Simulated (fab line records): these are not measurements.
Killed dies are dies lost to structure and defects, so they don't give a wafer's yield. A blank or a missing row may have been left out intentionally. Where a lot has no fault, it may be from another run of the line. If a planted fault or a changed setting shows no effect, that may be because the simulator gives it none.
A struck lot beside a sound one ; flow nand-harc ; 14 steps out of a route of 1302
Sound: these wafers, L584.2, L584.4, L584.5. Struck: wafer L576.5; the same lot's L576.4 was not struck, so it is left out; see the end for the cause.
Order at every step that has rows: each side's tool, ch and its chambers, its first start. Under that, the readings that differ: sound wafers ; struck wafers ; difference of the means ; sigmas: that difference in standard deviations of wafers without a fault.
alike: words and numbers the same on both sides, and readings whose means are apart by under 2 such deviations; not compared: readings that were withheld, readings missing a value for some wafer, numbers with overlapping values and no deviation given by the record, and bounds like >300 which may hide the same value.
Wherever a step has rows on one side only, a row that says differs or no value, or a row with sigmas, the two part there. When numbers do not overlap yet have no deviation, they are printed without sigmas and do not part them. Lack of a reading on every wafer of one side parts them only where that side has two or more wafers.

first, 2 steps without rows for these wafers: NHARC_A_BLC_ETCH_16 (etches the open film in CF4, target depth 39 nm, time 65 s); NHARC_A_BLC_ETCH_17 (etches the open film in N2/H2, target depth 390 nm, time 609.38 s).
NHARC_A_BLC_ETCH_18: etches the open film in C4F8/O2/Ar, target depth 910 nm.
  sound on rie-diel-02 ch 0,1,3; struck on rie-diel-05 ch 3
reading;sound;struck;difference;sigmas
oes-product-au (a.u.);0.976 0.970 0.993;0.917;-0.063;-3
  alike: chamber-pressure-mTorr, rf-vpp-V
  not compared: rf-hours-counter-h
NHARC_A_BLC_CD_MEAS_19:
  sound on cd-sem-02, day 31 20:19; struck on cd-sem-02, day 28 22:26
  alike: cd-nm
NHARC_A_BLC_STRIP_29: strips in CF4.
  sound on rie-diel-05 ch 0,2,3, day 31 20:25; struck on rie-diel-05 ch 1, day 28 22:32
  alike: chamber-pressure-mTorr, drypump-motor-current-A, oes-product-au, rf-vpp-V, showerhead-plenum-p-Torr, throttle-valve-pct
  not compared: rf-hours-counter-h
then, 4 steps without rows for these wafers: NHARC_A_BLC_STRIP_21 (strips in O2); NHARC_A_BLC_STRIP_22 (strips in post etch residue remover, time 600 s); NHARC_A_BLC_DEGAS_30 (time 60 s); NHARC_A_BLC_PRE_CLEAN_31 (time 15 s).
NHARC_A_BLC_PVD_32: deposits Ti, target thk 5 nm, time 17.7 s.
  sound on pvd-sputter-03; struck on pvd-sputter-01
  alike: throttle-valve-pct
NHARC_A_BLC_ALD_23: deposits TiN, target thk 3 nm, pulse time 1 s, ald cycles 150.
  sound on ald-metal-04 ch 0,3, day 31 21:11; struck on ald-metal-01 ch 0, day 28 23:19
  alike: heater-power-w, precursor-pulse-height-rel
  not compared: since-wet-clean-h
NHARC_A_BLC_CVD_24: deposits W, target thk 150 nm, time 434 s.
  sound on cvd-w-02 ch 0,1; struck on cvd-w-02 ch 1
  alike: heater-power-w, throttle-valve-pct
  not compared: since-wet-clean-h
NHARC_A_BLC_CMP_25: polishes, t overpolish 30 s, target thk 150 nm.
  sound on cmp-03 ch 0,1,3, day 31 21:58; struck on cmp-03 ch 0, day 29 00:26
reading;sound;struck;difference;sigmas
overpolish-run-s (s);29.990 30.000 30.012;19.917;-10.084;-99 or more
time-to-endpoint-s (s);32.2 28.7 34.1;57.5;+25.8;+10
  alike: motor-current-A
NHARC_END_SORT_01:
  here the record holds rows for the struck wafers (prober-02 ch 0, day 31 00:01) but none for the sound ones

## WHERE THEY PART
At NHARC_A_BLC_ETCH_18 first; at NHARC_END_SORT_01 last (within this record only).

WHY: whatever the simulator had introduced
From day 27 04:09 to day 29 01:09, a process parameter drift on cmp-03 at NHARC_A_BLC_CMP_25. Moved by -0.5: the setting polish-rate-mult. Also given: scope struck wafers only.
